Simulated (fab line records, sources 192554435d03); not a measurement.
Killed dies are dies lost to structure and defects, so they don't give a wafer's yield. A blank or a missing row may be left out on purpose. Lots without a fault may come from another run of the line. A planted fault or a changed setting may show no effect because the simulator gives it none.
fab line records | flow n5_finfet
record lots=24 wafers=72 last_day=19
route steps=1938 shown FIN_SAQP@101 FIN_CUT@167 STI_FIN_REVEAL@187 SD_EPI_N@271
lots that met no fault: from a run of the same line without faults
start_h: hours from the record's first day to the start of the lot's first wafer shown | wait_h: hours since the lot's step before | " the same as in the row above | L1.1+2: a row that stands for several wafers | - no value, or no start given | * or withheld: withheld | < > ~ a bound
route shown NAME@n: a module of which the file shows steps, and the number in the route of the first | usual: mean/standard deviation of fault-free wafers | same: alike in all rows | chamber/n: place in a boat | sites: the reading at each site | _std_site: their standard deviation | _edge_site: outer sites' mean less inner sites' | radius_mm: how far each site lies from the wafer's centre | mask NAME#n: copy n | behind: the tool/chamber that last shaped the wafer | hold: why the lot was held/for how many hours/how that ended | device: the transistor (n, p or np) that didn't switch | end of line: the same wafers' tests at the end of the route | a step without rows: its recipe alone | killed: dies lost to structure and defects at the first sort, not the wafer's yield | map: a wafer's dies, x killed, . not, _ none there
set.NAME: the setting as run; set.NAME@STEP: as run at that earlier step | model.NAME: the simulator's own value behind a step, which no gauge read
steps of the route over a sample of lots; a table a step, a row a wafer
services: from which hour (start_h, from the record's first day; less than 0 if before it) a tool's chamber was out of use, for how many hours, and why
## steps
# step N5_FIN_SAQP_THK_MEAS_07
# usual thk_nm=59.9/0.74
# columns lot.wafer tool chamber start_h wait_h thk_nm
L074.2 film_metro-01 - 21.90 0.1 59.5
L074.3 " - " " 59.7
L074.6 " - " " 59.9
L075.1 film_metro-01 - 28.63 0.1 59.5
L075.2 " - " " 60.0
L075.5 " - " " 59.9
L076.2 film_metro-01 - 33.83 0.1 59.5
L076.5 " - " " 60.1
L076.6 " - " " 60.1
L077.1 film_metro-01 - 39.76 0.1 59.4
L077.5 " - " " 59.7
L077.6 " - " " 60.3
L078.1 film_metro-02 - 45.94 0.1 59.3
L078.3 " - " " 60.0
L078.6 " - " " 61.1
L079.3 film_metro-02 - 53.24 0.1 58.7
L079.4 " - " " 61.3
L079.6 " - " " 59.7
L080.3 film_metro-02 - 57.36 0.1 58.8
L080.4 " - " " 59.0
L080.5 " - " " 60.5
L081.2 film_metro-01 - 63.70 0.1 58.2
L081.4 " - " " 61.1
L081.5 " - " " 59.9
L082.1 film_metro-01 - 69.17 0.1 60.2
L082.2 " - " " 60.3
L082.5 " - " " 60.7
L083.3 film_metro-02 - 75.60 0.1 59.2
L083.5 " - " " 60.4
L083.6 " - " " 60.1
L084.2 film_metro-01 - 80.57 0.1 59.7
L084.4 " - " " 60.1
L084.6 " - " " 59.5
L085.3 film_metro-01 - 86.81 0.1 58.7
L085.4 " - " " 60.7
L085.5 " - " " 60.8
L086.3 film_metro-01 - 92.87 0.1 58.4
L086.4 " - " " 60.5
L086.6 " - " " 59.9
L087.1 film_metro-01 - 98.73 0.1 60.0
L087.2 " - " " 59.8
L087.3 " - " " 60.1
L088.1 film_metro-01 - 104.70 0.1 58.4
L088.4 " - " " 60.1
L088.6 " - " " 60.3
L089.1 film_metro-01 - 111.63 0.1 58.1
L089.2 " - " " 59.3
L089.3 " - " " 59.2
L090.3 film_metro-01 - 117.96 0.1 59.0
L090.4 " - " " 59.3
L090.6 " - " " 60.4
L091.2 film_metro-02 - 123.94 0.1 59.6
L091.4 " - " " 60.7
L091.6 " - " " 60.3
L092.4 film_metro-01 - 129.63 0.0 60.1
L092.5 " - " " 60.4
L092.6 " - " " 61.8
L093.1 film_metro-01 - 135.51 0.1 59.7
L093.5 " - " " 60.4
L093.6 " - " " 60.4
L094.2 film_metro-01 - 140.93 0.1 59.4
L094.3 " - " " 59.4
L094.6 " - " " 60.9
L095.2 film_metro-01 - 146.95 0.1 59.2
L095.3 " - " " 59.0
L095.4 " - " " 59.5
L096.1 film_metro-01 - 153.91 0.1 60.5
L096.3 " - " " 60.7
L096.5 " - " " 62.2
L097.1 film_metro-02 - 161.20 0.1 60.0
L097.2 " - " " 59.6
L097.3 " - " " 60.9
# step N5_FIN_SAQP_MANDREL_ETCH_58
# recipe chemistry=HBr/Cl2 target=a-Si target_depth_a=450 bt_time_s=10 stop_on=SiNx mask_material=SiO2 over_etch_frac=0.8 time_s=27 pressure_mtorr=10 icp_w=800 bias_w=75 HBr_flow_sccm=150 Cl2_flow_sccm=80 ends=end_point
# usual drypump_motor_current_A=5.9/0.34 oes_product_au=0.696/0.012 throttle_valve_pct=35.61/0.29
# columns lot.wafer tool chamber start_h wait_h drypump_motor_current_A oes_product_au rf_hours_counter_h throttle_valve_pct
L074.2 rie_si-04 2 25.14 0.0 5.6 0.701 17 35.43
L074.3 " 3 " " 6.0 0.690 173 35.34
L074.6 " 0 " " 5.8 0.694 - 35.75
L075.1 rie_si-05 3 31.31 0.0 6.5 0.695 196 35.56
L075.2 " 0 " " 6.7 0.686 42 36.24
L075.5 " 0 " " 6.6 0.701 - 36.24
L076.2 rie_si-01 2 37.30 0.0 5.8 0.675 90 35.29
L076.5 " 1 " " 5.9 0.698 - 36.00
L076.6 " 0 " " 5.5 0.709 - 35.50
L077.1 rie_si-01 1 42.81 0.0 5.9 0.693 25 35.99
L077.5 " 3 " " 6.1 0.686 - 35.81
L077.6 " 0 " " 5.5 0.708 - 35.48
L078.1 rie_si-04 2 48.71 0.0 5.5 0.705 18 35.45
L078.3 " 1 " " 5.8 0.689 76 35.77
L078.6 " 0 " " 5.8 0.693 - 35.73
L079.3 rie_si-05 2 56.14 0.0 6.5 0.707 108 35.17
L079.4 " 3 " " 6.5 0.706 196 35.57
L079.6 " 3 " " 6.5 0.713 - 35.55
L080.3 rie_si-01 3 60.23 0.0 6.1 0.681 169 35.82
L080.4 " 0 " " 5.5 0.705 29 35.47
L080.5 " 3 " " 6.1 0.691 - 35.81
L081.2 rie_si-01 0 66.53 0.0 5.5 0.697 30 35.48
L081.4 " 2 " " 5.8 0.678 90 35.27
L081.5 " 3 " " 6.1 0.689 - 35.82
L082.1 rie_si-01 3 72.30 0.0 6.1 0.682 169 35.84
L082.2 " 2 " " 5.8 0.669 90 35.31
L082.5 " 1 " " 5.8 0.688 - 35.99
L083.3 rie_si-01 1 78.31 0.0 5.9 0.693 25 35.99
L083.5 " 3 " " 6.1 0.685 - 35.81
L083.6 " 0 " " 5.5 0.699 - 35.49
L084.2 rie_si-04 3 83.66 0.0 6.0 0.682 175 35.34
L084.4 " 2 " " 5.5 0.706 18 35.43
L084.6 " 0 " " 5.8 0.702 - 35.73
L085.3 rie_si-05 3 90.25 0.0 6.4 0.699 197 35.52
L085.4 " 0 " " 6.6 0.699 43 36.22
L085.5 " 2 " " 6.5 0.707 - 35.15
L086.3 rie_si-04 0 96.33 0.0 5.8 0.687 5 35.77
L086.4 " 2 " " 5.5 0.709 19 35.43
L086.6 " 2 " " 5.5 0.711 - 35.42
L087.1 rie_si-04 3 101.99 0.0 6.0 0.686 175 35.36
L087.2 " 0 " " 5.8 0.697 5 35.77
L087.3 " 2 " " 5.6 0.710 19 35.43
L088.1 rie_si-04 0 108.85 0.0 5.8 0.696 5 35.76
L088.4 " 2 " " 5.6 0.709 19 35.43
L088.6 " 3 " " 6.0 0.684 - 35.37
L089.1 rie_si-01 0 114.28 0.0 5.5 0.698 30 35.47
L089.2 " 1 " " 5.9 0.682 26 35.99
L089.3 " 2 " " 5.8 0.677 91 35.28
L090.3 rie_si-04 2 121.41 0.0 5.5 0.704 19 35.45
L090.4 " 0 " " 5.8 0.704 5 35.76
L090.6 " 1 " " 5.8 0.690 - 35.77
L091.2 rie_si-04 3 127.68 0.0 6.0 0.696 175 35.36
L091.4 " 2 " " 5.6 0.717 19 35.43
L091.6 " 0 " " 5.8 0.697 - 35.75
L092.4 rie_si-01 1 133.07 0.0 5.9 0.695 27 35.96
L092.5 " 1 " " 5.9 0.698 - 35.99
L092.6 " 0 " " 5.5 0.718 - 35.46
L093.1 rie_si-05 3 139.54 0.0 6.5 0.695 0 35.86
L093.5 " 1 " " 5.7 0.710 - 35.38
L093.6 " 0 " " 6.7 0.693 - 36.23
L094.2 rie_si-01 0 143.71 0.0 5.5 0.697 31 35.49
L094.3 " 3 " " 6.1 0.678 170 35.83
L094.6 " 1 " " 5.9 0.696 - 36.00
L095.2 rie_si-05 0 150.02 0.0 6.7 0.689 45 36.21
L095.3 " 2 " " 6.5 0.701 109 35.17
L095.4 " 3 " " 6.5 0.705 0 35.82
L096.1 rie_si-05 2 156.86 0.0 6.5 0.712 110 35.15
L096.3 " 1 " " 5.8 0.726 60 35.34
L096.5 " 3 " " 6.5 0.705 - 35.80
L097.1 rie_si-04 2 165.05 0.0 5.5 0.713 20 35.43
L097.2 " 3 " " 6.0 0.682 176 35.37
L097.3 " 1 " " 5.8 0.693 78 35.76
# step N5_FIN_CUT_ETCH_30
# recipe chemistry=N2/H2 target=underlayer target_depth_a=130 mask_material=CAR-EUV time_s=10.4 ion_energy_ev=200 pressure_mtorr=30 source_w=840 bias_w=150 n2_flow_sccm=200 h2_flow_sccm=200 ends=cleared
# usual drypump_motor_current_A=5.8/0.51 etch_rf_on_time_s=10.39/0.23 oes_product_au=0.66/0.076 rf_vpp_V=523.7/2.3 showerhead_plenum_p_Torr=2.54/0.078 throttle_valve_pct=17.83/0.26
# columns lot.wafer tool chamber start_h wait_h drypump_motor_current_A etch_rf_on_time_s oes_product_au rf_hours_counter_h rf_vpp_V showerhead_plenum_p_Torr throttle_valve_pct
L074.2 rie_diel-02 2 27.67 0.0 6.4 10.79 0.60 208 523.9 2.51 18.09
L074.3 " 3 " " 6.2 10.44 0.62 171 520.5 2.44 18.03
L074.6 " 3 " " 6.2 10.51 0.62 - 520.2 2.44 18.03
L075.1 rie_diel-01 2 34.10 0.0 5.7 10.63 0.57 254 524.0 2.63 18.14
L075.2 " 3 " " 5.4 10.28 0.62 206 523.3 2.50 17.61
L075.5 " 3 " " 5.4 10.22 0.61 - 523.4 2.50 17.61
L076.2 rie_diel-03 3 39.94 0.0 6.6 10.35 0.59 230 526.1 2.61 17.79
L076.5 " 3 " " 6.6 10.41 0.59 - 526.5 2.61 17.81
L076.6 " 2 " " 5.7 10.32 0.67 - 525.2 2.57 17.67
L077.1 rie_diel-02 1 45.37 0.0 5.2 10.54 0.63 173 519.1 2.43 18.12
L077.5 " 0 " " 5.6 10.54 0.59 - 524.0 2.50 17.90
L077.6 " 3 " " 6.2 10.39 0.63 - 519.9 2.44 18.06
L078.1 rie_diel-02 3 51.27 0.0 6.2 10.51 0.62 178 519.6 2.44 18.05
L078.3 " 1 " " 5.2 10.38 0.63 175 521.1 2.43 18.11
L078.6 " 3 " " 6.2 10.45 0.61 - 520.6 2.44 18.05
L079.3 rie_diel-03 1 58.54 0.0 6.0 10.42 0.65 135 527.0 2.65 18.23
L079.4 " 0 " " 4.9 10.44 0.69 98 526.3 2.56 17.52
L079.6 " 2 " " 5.8 10.23 0.66 - 526.3 2.57 17.69
L080.3 rie_diel-03 2 62.78 0.0 5.8 10.43 0.66 108 524.5 2.57 17.68
L080.4 " 3 " " 6.6 10.36 0.59 235 526.0 2.61 17.80
L080.5 " 3 " " 6.6 10.40 0.59 - 527.4 2.61 17.81
L081.2 rie_diel-02 3 69.01 0.0 6.2 10.56 0.61 183 520.9 2.44 18.04
L081.4 " 0 " " 5.6 10.45 0.58 238 523.8 2.50 17.91
L081.5 " 3 " " 6.2 10.51 0.61 - 521.3 2.44 18.03
L082.1 rie_diel-01 0 76.05 0.0 6.5 10.48 0.73 67 523.4 2.58 17.57
L082.2 " 2 " " 5.7 10.54 0.81 3 526.0 2.63 17.73
L082.5 " 3 " " 5.4 10.37 0.60 - 523.9 2.50 17.65
L083.3 rie_diel-02 2 80.72 0.0 6.4 10.81 0.60 224 523.3 2.50 18.12
L083.5 " 2 " " 6.5 10.88 0.60 - 524.4 2.50 18.13
L083.6 " 1 " " 5.2 10.45 0.62 - 520.7 2.43 18.12
L084.2 rie_diel-03 1 86.89 0.0 6.1 10.41 0.65 142 525.4 2.65 18.22
L084.4 " 2 " " 5.8 10.33 0.66 115 524.3 2.57 17.70
L084.6 " 0 " " 4.9 10.33 0.70 - 525.4 2.55 17.54
L085.3 rie_diel-02 2 93.24 0.0 6.4 10.84 0.59 229 522.4 2.50 18.15
L085.4 " 1 " " 5.2 10.56 0.62 188 520.7 2.42 18.15
L085.5 " 3 " " 6.2 10.59 0.60 - 519.8 2.43 18.08
L086.3 rie_diel-01 2 98.86 0.0 5.7 10.40 0.78 12 526.3 2.62 17.75
L086.4 " 2 " " 5.7 10.33 0.79 - 525.4 2.62 17.75
L086.6 " 0 " " 6.4 10.40 0.73 - 525.9 2.57 17.56
L087.1 rie_diel-03 3 104.51 0.0 6.7 10.32 0.58 248 525.8 2.61 17.84
L087.2 " 2 " " 5.8 10.42 0.65 120 523.4 2.56 17.70
L087.3 " 0 " " 4.9 10.44 0.69 112 525.5 2.55 17.54
L088.1 rie_diel-03 0 111.72 0.0 4.9 10.38 0.69 115 522.7 2.55 17.56
L088.4 " 2 " " 5.8 10.32 0.65 - 523.6 2.56 17.68
L088.6 " 1 " " 6.0 10.35 0.65 - 527.0 2.65 18.25
L089.1 rie_diel-03 2 117.08 0.0 5.8 10.20 0.65 125 522.3 2.56 17.71
L089.2 " 0 " " 4.9 10.20 0.70 117 523.4 2.55 17.55
L089.3 " 1 " " 6.0 10.30 0.64 152 525.0 2.65 18.26
L090.3 rie_diel-01 1 124.03 0.0 5.8 9.81 0.83 14 529.0 2.71 17.32
L090.4 " 2 " " 5.8 10.20 0.76 21 525.1 2.62 17.78
L090.6 " 1 " " 5.8 9.82 0.82 - 527.5 2.71 17.32
L091.2 rie_diel-02 0 130.34 0.0 5.6 10.14 0.85 1 522.6 2.49 17.54
L091.4 " 2 " " 6.4 11.07 0.57 243 521.5 2.50 18.17
L091.6 " 3 " " 6.2 10.45 0.60 - 518.4 2.43 18.09
L092.4 rie_diel-02 1 136.15 0.0 5.2 10.70 0.60 204 520.6 2.42 18.16
L092.5 " 0 " " 5.6 10.20 0.84 - 523.6 2.49 17.54
L092.6 " 1 " " 5.2 10.70 0.60 - 519.9 2.42 18.16
L093.1 rie_diel-02 2 142.33 0.0 6.5 11.05 0.58 247 522.4 2.49 18.17
L093.5 " 2 " " 6.5 11.03 0.58 - 522.8 2.49 18.16
L093.6 " 1 " " 5.2 10.69 0.60 - 520.0 2.42 18.16
L094.2 rie_diel-03 0 146.82 0.0 4.9 10.48 0.68 126 522.4 2.55 17.55
L094.3 " 3 " " 6.6 9.89 0.81 9 526.4 2.60 17.52
L094.6 " 3 " " 6.6 9.96 0.82 - 524.0 2.60 17.49
L095.2 rie_diel-01 3 152.70 0.0 5.4 10.13 0.59 246 521.5 2.49 17.71
L095.3 " 0 " " 6.5 10.37 0.71 93 525.4 2.57 17.60
L095.4 " 2 " " 5.7 10.50 0.74 30 524.8 2.61 17.77
L096.1 rie_diel-01 0 159.26 0.0 6.5 10.21 0.71 95 524.4 2.57 17.61
L096.3 " 2 " " 5.7 10.24 0.75 32 525.5 2.61 17.77
L096.5 " 2 " " 5.7 10.25 0.75 - 523.9 2.61 17.79
L097.1 rie_diel-01 2 167.69 0.0 5.7 10.30 0.75 33 524.5 2.61 17.77
L097.2 " 0 " " 6.4 10.35 0.70 96 525.7 2.57 17.62
L097.3 " 1 " " 5.7 10.00 0.79 28 527.9 2.70 17.34
# step N5_STI_FIN_REVEAL_CMP_04
# recipe stop_on=Si3N4 t_overpolish_s=4 down_force_psi=2 platen_rpm=54.18 post_cmp_clean=alkaline_brush pad_velocity_m_s=1.078 target_thk_nm=131.83
# usual motor_current_A=8.0/0.75 overpolish_run_s=3.999/0.0092 slurry_flow_ml_min=150.0/0.46 time_to_endpoint_s=103/4.1
# columns lot.wafer tool chamber start_h wait_h motor_current_A overpolish_run_s slurry_flow_ml_min time_to_endpoint_s
L074.2 cmp-01 1 34.03 0.1 8.1 3.989 150.2 106
L074.3 " 2 " " 7.0 4.007 150.2 95
L074.6 " 0 " " 6.6 4.008 148.9 96
L075.1 cmp-01 0 40.79 0.1 7.2 4.018 150.4 100
L075.2 " 1 " " 8.2 4.005 150.0 105
L075.5 " 2 " " 7.0 4.000 150.3 98
L076.2 cmp-02 1 46.59 0.1 7.4 4.015 149.8 98
L076.5 " 0 " " 8.9 3.996 149.2 96
L076.6 " 1 " " 7.2 4.008 149.5 100
L077.1 cmp-02 1 53.11 0.0 7.5 4.007 150.8 99
L077.5 " 1 " " 7.4 4.010 150.8 95
L077.6 " 2 " " 8.6 3.990 149.7 103
L078.3 cmp-02 2 57.73 0.0 8.5 4.000 150.6 102
L078.1 " 3 " " 8.1 4.003 150.4 107
L078.6 " 3 " " 7.6 4.001 150.3 108
L079.3 cmp-01 2 64.68 0.1 7.6 4.003 150.5 100
L079.4 " 3 " " 8.1 4.000 149.9 103
L079.6 " 0 " " 6.5 3.975 149.4 100
L080.4 cmp-01 3 68.82 0.1 8.5 4.005 149.0 108
L080.3 " 0 " " 6.6 4.007 149.7 102
L080.5 " 3 " " 8.2 4.002 149.6 107
L081.4 cmp-01 0 75.05 0.1 7.1 3.994 149.8 104
L081.2 " 1 " " 7.8 4.012 149.5 109
L081.5 " 0 " " 6.9 3.989 150.1 104
L082.2 cmp-04 0 82.08 0.0 7.5 3.994 149.6 100
L082.1 " 1 " " 8.9 3.999 150.4 108
L082.5 " 1 " " 9.0 3.997 150.2 102
L083.3 cmp-04 0 87.16 0.1 7.7 4.015 149.4 106
L083.6 " 3 " " 7.8 3.976 149.8 99
L083.5 " 0 " " 7.7 3.996 150.5 99
L084.4 cmp-01 2 94.21 0.0 7.2 3.998 149.7 105
L084.2 " 1 " " 8.1 3.983 150.0 111
L084.6 " 2 " " 6.9 4.012 149.5 102
L085.4 cmp-02 2 100.87 0.1 8.7 4.003 150.3 106
L085.3 " 3 " " 7.2 3.990 149.8 108
L085.5 " 2 " " 8.2 4.010 150.9 106
L086.3 cmp-04 1 106.01 0.1 9.3 3.993 150.6 104
L086.4 " 2 " " 9.1 3.999 149.9 103
L086.6 " 0 " " 7.3 4.001 149.7 103
L087.1 cmp-02 2 110.83 0.2 8.2 4.005 149.6 105
L087.3 " 3 " " 8.3 3.994 149.8 108
L087.2 " 0 " " 8.8 3.981 149.7 104
L088.1 cmp-02 1 117.80 0.1 7.9 4.017 150.4 104
L088.4 " 2 " " 8.4 3.988 149.9 105
L088.6 " 0 " " 8.9 4.007 149.9 107
L089.1 cmp-01 0 123.08 0.0 6.9 3.999 149.4 105
L089.3 " 2 " " 6.9 3.999 150.2 104
L089.2 " 3 " " 8.2 3.995 149.7 109
L090.4 cmp-04 2 130.87 0.0 9.2 4.008 150.0 101
L090.3 " 1 " " 9.1 4.011 150.6 99
L090.6 " 3 " " 8.7 4.017 150.1 100
L091.2 cmp-01 2 163.24 0.1 6.9 4.005 150.0 104
L091.4 " 3 " " 8.0 4.000 150.7 107
L091.6 " 1 " " 8.0 4.004 149.5 110
L093.1 cmp-01 1 165.47 0.0 7.8 3.999 149.8 110
L093.6 " 1 " " 8.1 3.998 149.8 107
L093.5 " 2 " " 7.1 4.008 149.6 103
L092.4 cmp-02 0 165.51 0.1 8.4 3.999 150.0 104
L092.6 " 3 " " 7.8 3.990 149.3 110
L092.5 " 0 " " 8.7 4.001 150.1 104
L094.2 cmp-04 1 167.39 0.1 8.8 4.000 149.0 97
L094.3 " 2 " " 9.7 4.010 151.0 97
L094.6 " 1 " " 9.2 4.013 149.6 95
L095.4 cmp-02 1 167.39 0.1 7.6 4.003 149.7 105
L095.2 " 2 " " 8.0 3.991 150.3 108
L095.3 " 3 " " 7.9 4.002 149.5 111
L096.3 cmp-01 2 169.64 0.1 6.9 3.990 150.0 104
L096.1 " 0 " " 7.0 4.003 150.4 106
L096.5 " 1 " " 8.0 3.991 149.7 111
L097.1 cmp-04 0 174.51 0.0 7.6 3.996 150.0 99
L097.3 " 1 " " 9.1 3.999 149.7 98
L097.2 " 2 " " 9.4 4.002 150.2 99
# step N5_STI_FIN_REVEAL_THK_MEAS_05
# usual thk_nm=132.1/1
# columns lot.wafer tool chamber start_h wait_h thk_nm
L074.2 film_metro-02 - 34.29 - 133.9
L074.3 " - " " 132.7
L074.6 " - " " 132.2
L075.1 film_metro-02 - 41.01 - 132.1
L075.2 " - " " 131.9
L075.5 " - " " 131.6
L076.2 film_metro-02 - 46.85 - 131.0
L076.5 " - " " 130.1
L076.6 " - " " 129.8
L077.1 film_metro-02 - 53.40 - 131.9
L077.5 " - " " 131.6
L077.6 " - " " 132.6
L078.1 film_metro-02 - 58.02 - 132.6
L078.3 " - " " 131.2
L078.6 " - " " 132.4
L079.3 film_metro-02 - 64.90 - 131.3
L079.4 " - " " 133.8
L079.6 " - " " 132.7
L080.3 film_metro-01 - 69.08 - 131.7
L080.4 " - " " 131.9
L080.5 " - " " 132.1
L081.2 film_metro-01 - 75.30 - 132.6
L081.4 " - " " 131.5
L081.5 " - " " 131.4
L082.1 film_metro-01 - 82.37 - 132.7
L082.2 " - " " 131.7
L082.5 " - " " 131.8
L083.3 film_metro-01 - 87.42 - 130.3
L083.5 " - " " 132.1
L083.6 " - " " 131.7
L084.2 film_metro-01 - 94.50 - 134.1
L084.4 " - " " 132.4
L084.6 " - " " 131.6
L085.3 film_metro-01 - 101.12 - 133.0
L085.4 " - " " 131.6
L085.5 " - " " 132.6
L086.3 film_metro-02 - 106.27 - 132.0
L086.4 " - " " 132.6
L086.6 " - " " 131.9
L087.1 film_metro-02 - 111.09 - 134.0
L087.2 " - " " 132.9
L087.3 " - " " 134.5
L088.1 film_metro-01 - 118.05 - 132.8
L088.4 " - " " 133.8
L088.6 " - " " 132.0
L089.1 film_metro-01 - 123.38 - 130.8
L089.2 " - " " 132.1
L089.3 " - " " 131.7
L090.3 film_metro-01 - 131.16 - 131.8
L090.4 " - " " 131.0
L090.6 " - " " 130.8
L091.2 film_metro-01 - 163.50 - 132.5
L091.4 " - " " 134.9
L091.6 " - " " 133.6
L093.1 film_metro-01 - 165.76 - 132.1
L093.5 " - " " 130.6
L093.6 " - " " 133.3
L092.4 film_metro-02 - 165.77 - 131.6
L092.5 " - " " 131.1
L092.6 " - " " 133.6
L094.2 film_metro-01 - 167.65 - 131.2
L094.3 " - " " 131.0
L094.6 " - " " 131.5
L095.2 film_metro-02 - 167.65 - 133.5
L095.3 " - " " 133.8
L095.4 " - " " 131.8
L096.1 film_metro-01 - 169.90 - 131.9
L096.3 " - " " 132.4
L096.5 " - " " 133.3
L097.1 film_metro-02 - 174.80 - 130.8
L097.2 " - " " 130.4
L097.3 " - " " 131.4
# step N5_SD_EPI_N_OVL_MEAS_10
# recipe points_per_wafer=44
# usual SD_N_BLK_OVL=0.0/0.84
# columns lot.wafer tool chamber start_h wait_h SD_N_BLK_OVL[nm]
L074.2 overlay-01 0 49.09 0.0 -2.4
L074.3 " 0 " " -0.9
L074.6 " 0 " " -0.1
L075.1 overlay-01 0 55.51 0.0 0.3
L075.2 " 0 " " -0.8
L075.5 " 0 " " -1.0
L076.2 overlay-01 0 61.02 0.0 1.1
L076.5 " 0 " " -0.4
L076.6 " 0 " " 0.8
L077.1 overlay-02 0 68.66 0.0 0.1
L077.5 " 0 " " 1.2
L077.6 " 0 " " -0.9
L078.1 overlay-02 0 72.31 0.0 -1.1
L078.3 " 0 " " -1.8
L078.6 " 0 " " -0.4
L079.3 overlay-01 0 79.46 0.0 0.5
L079.4 " 0 " " -0.2
L079.6 " 0 " " -0.4
L080.3 overlay-01 0 84.26 0.0 0.3
L080.4 " 0 " " 0.2
L080.5 " 0 " " 0.9
L081.2 overlay-02 0 91.92 0.0 0.2
L081.4 " 0 " " 1.2
L081.5 " 0 " " 0.7
L082.1 overlay-02 0 96.98 0.0 1.1
L082.2 " 0 " " 0.7
L082.5 " 0 " " 1.1
L083.3 overlay-01 0 102.21 0.0 -0.5
L083.5 " 0 " " -0.3
L083.6 " 0 " " -0.1
L084.2 overlay-02 0 109.71 0.0 0.0
L084.4 " 0 " " 0.1
L084.6 " 0 " " -0.1
L085.3 overlay-02 0 116.26 0.0 -0.1
L085.4 " 0 " " 1.5
L085.5 " 0 " " 0.2
L086.3 overlay-01 0 122.84 0.0 -1.0
L086.4 " 0 " " -0.1
L086.6 " 0 " " -0.8
L087.1 overlay-02 0 125.60 0.0 0.8
L087.2 " 0 " " 0.5
L087.3 " 0 " " 0.8
L088.1 overlay-01 0 133.32 0.0 0.2
L088.4 " 0 " " 0.6
L088.6 " 0 " " 0.2
L089.1 overlay-01 0 137.91 0.0 0.4
L089.2 " 0 " " 0.0
L089.3 " 0 " " 0.8
L090.3 overlay-02 0 145.86 0.0 0.7
L090.4 " 0 " " 1.1
L090.6 " 0 " " 1.6
L091.2 overlay-02 0 178.16 0.0 -1.5
L091.4 " 0 " " -0.9
L091.6 " 0 " " -1.5
L093.1 overlay-01 0 181.95 0.0 0.1
L093.5 " 0 " " -1.0
L093.6 " 0 " " 0.1
L094.2 overlay-01 0 187.40 0.0 0.6
L094.3 " 0 " " 1.5
L094.6 " 0 " " 0.3
L095.2 overlay-01 0 188.06 0.0 -0.7
L095.3 " 0 " " -0.3
L095.4 " 0 " " -0.1
L092.4 overlay-02 0 188.60 0.0 -0.7
L092.5 " 0 " " -0.5
L092.6 " 0 " " 0.1
L096.1 overlay-02 0 191.57 0.0 0.5
L096.3 " 0 " " -0.9
L096.5 " 0 " " -0.1
L097.1 overlay-01 0 195.72 0.0 1.5
L097.2 " 0 " " 0.4
L097.3 " 0 " " 1.3
## services
# columns tool chamber start_h hours kind
rie_si-05 2 4.05 4.9 repair
rie_diel-01 0 13.24 2.6 repair
rie_si-04 2 26.88 1.1 repair
cmp-02 - 27.81 4.0 pm
rie_diel-02 - 28.76 0.9 repair
cmp-04 - 37.84 1.9 repair
cmp-01 - 38.25 1.0 repair
rie_diel-03 1 55.48 3.0 repair
rie_diel-01 1 74.60 31.8 repair
cmp-01 - 80.08 0.5 repair
rie_diel-02 0 105.21 - clean
rie_diel-02 0 105.21 - consumable_replace:focus_ring
rie_diel-02 0 105.21 21.7 scheduled_down
rie_diel-02 0 105.21 21.7 vent_cycle
cmp-01 - 117.11 0.3 repair
rie_si-05 2 118.13 4.7 repair
cmp-04 - 121.77 4.0 pm
cmp-01 - 133.97 1.9 repair
cmp-04 - 152.37 1.0 repair
rie_diel-02 2 152.47 - clean
rie_diel-02 2 152.47 - consumable_replace:focus_ring
rie_si-05 1 166.62 10.4 repair
rie_diel-03 2 170.50 10.6 repair
cmp-01 - 170.58 1.5 repair
## key
fault none
